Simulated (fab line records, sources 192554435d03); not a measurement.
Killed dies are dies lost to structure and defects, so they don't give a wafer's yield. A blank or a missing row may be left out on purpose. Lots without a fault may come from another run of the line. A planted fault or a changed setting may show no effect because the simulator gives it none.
Which tool did it? | flow n5_finfet | 12 lots, 36 wafers sampled, at 2 steps of a route of 1938

WHAT THE GAUGES READ, wafer by wafer
N5_BEOL_M12_INSPECT_12: inspects for defects (macro).
lot  | measured     | on                | raw_defect_count
L075 | day 12 06:36 | defect_inspect-01 | 3 1 2
L076 | day 13 03:43 | defect_inspect-02 | 2 3 1
L079 | day 13 10:55 | defect_inspect-02 | 1 2 1
L081 | day 13 22:27 | defect_inspect-02 | 4 3 2
L083 | day 14 09:29 | defect_inspect-01 | 1 6 0
L084 | day 14 14:25 | defect_inspect-02 | 1 2 1
L087 | day 15 04:58 | defect_inspect-02 | 2 2 1
L089 | day 15 12:10 | defect_inspect-01 | 4 2 3
L092 | day 16 11:35 | defect_inspect-02 | 1 1 2
L093 | day 16 14:55 | defect_inspect-01 | 1 0 4
L095 | day 17 01:26 | defect_inspect-01 | 1 2 4
L097 | day 18 02:06 | defect_inspect-02 | 2 1 2

WHICH TOOL RAN EACH LOT (tool, then ch and the chambers of the sampled wafers, then the start)
lot  | N5_BEOL_M11_ANNEAL_51
L075 | rtp_anneal-02 ch 0, day 12 05:16
L076 | rtp_anneal-01 ch 0, day 13 02:26
L079 | rtp_anneal-01 ch 0, day 13 09:38
L081 | rtp_anneal-01 ch 0, day 13 21:13
L083 | rtp_anneal-01 ch 0, day 14 08:13
L084 | rtp_anneal-02 ch 0, day 14 13:02
L087 | rtp_anneal-01 ch 0, day 15 03:43
L089 | rtp_anneal-02 ch 0, day 15 10:41
L092 | rtp_anneal-02 ch 0, day 16 10:02
L093 | rtp_anneal-02 ch 0, day 16 13:41
L095 | rtp_anneal-02 ch 0, day 17 00:12
L097 | rtp_anneal-02 ch 0, day 18 00:40
- N5_BEOL_M11_ANNEAL_51: time 90 s.

THE ANSWER, worked out from the rows above alone
Rule: what is usual is taken from the lots themselves. Put in order of their means at a reading, lots are off if they are a third of the lots or fewer, leave a main group of 4 or more, and stand apart from it by a gap of 3 or more times the standard deviation of the main group's means; of several such gaps the widest counts. A main group whose means are all the same, to the digits that the tables above print for the reading, isn't used. A lot without any number at a reading at which 4 lots or more have one is off too. The other lots that the step has rows for count as sound.
No lot is off at any reading shown: from this, nothing can be told.

WHAT THE SIMULATOR HAD PUT IN
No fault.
